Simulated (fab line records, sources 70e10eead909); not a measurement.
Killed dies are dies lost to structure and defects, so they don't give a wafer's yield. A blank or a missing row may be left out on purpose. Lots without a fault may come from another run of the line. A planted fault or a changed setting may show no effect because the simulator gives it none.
One fault seen from 2 desks | flow nand_harc | each desk has only its own numbers; what lay behind them comes last

THE DEFECT DESK
What the inspections along the route counted, lot by lot: means of the sampled wafers that have a number. A lot is out of limits, marked OUT, if its mean lies more than 4 standard deviations from the usual mean; the brackets give that distance.
Columns: A = raw_defect_count at NHARC_P_M2_INSPECT_11, usual 4.8
lot  | first seen here | A
L762 | day 6 23:59     | 6.0
L764 | day 7 15:12     | 5.0
L765 | day 8 06:45     | 1006.3 (+99 or more) OUT
L767 | day 9 05:29     | 3.7
L768 | day 9 05:31     | 1045.0 (+99 or more) OUT
L776 | day 12 18:48    | 3.0
L775 | day 12 19:52    | 4.0
L778 | day 13 20:49    | 6.0
L779 | day 13 21:38    | 7.0
L780 | day 14 08:11    | 5.3
L783 | day 15 17:17    | 5.3
This desk's finding: out of limits on L765, L768; first on L765, day 8 06:45 (raw_defect_count at NHARC_P_M2_INSPECT_11). In limits: L762, L764, L767, L776, L775, L778, L779, L780, L783.

THE TOOL OWNER'S DESK: pecvd-01
The tool's own readings at NHARC_P_M1_DEP_33 (deposits SiCN, target thk 30 nm): means of the sampled wafers that have a number, for each lot that ran on this tool. A lot is out of limits, marked OUT, if its mean lies more than 4 standard deviations from the usual mean; the brackets give that distance.
Columns: A = heater_power_w at NHARC_P_M1_DEP_33, usual 576 W; B = showerhead_vpp_V at NHARC_P_M1_DEP_33, usual 1327 V
lot  | first seen here | A   | B
L764 | day 7 13:58     | 625 | 1370
L765 | day 8 05:28     | 660 | 1438
L768 | day 9 04:03     | 569 | 1319
L776 | day 12 17:25    | 534 | 1333
L783 | day 15 15:54    | 659 | 1377
This desk's finding: nothing out of limits on any of the 5 lots.

PUT TOGETHER
The defect desk could have raised an alarm at day 8 06:45, on L765, L768.
The tool owner's desk saw nothing out of limits.
The tool owner's desk has L765, L768 on record, within its limits.
Of the lots named, all ran NHARC_P_M1_DEP_33 on pecvd-01.

WHAT THE SIMULATOR HAD PUT IN
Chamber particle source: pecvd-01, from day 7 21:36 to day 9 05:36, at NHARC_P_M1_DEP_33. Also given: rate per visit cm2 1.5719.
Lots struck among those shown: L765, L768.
Hours from the fault's start to each desk's first reading out of limits: the defect desk, 9.
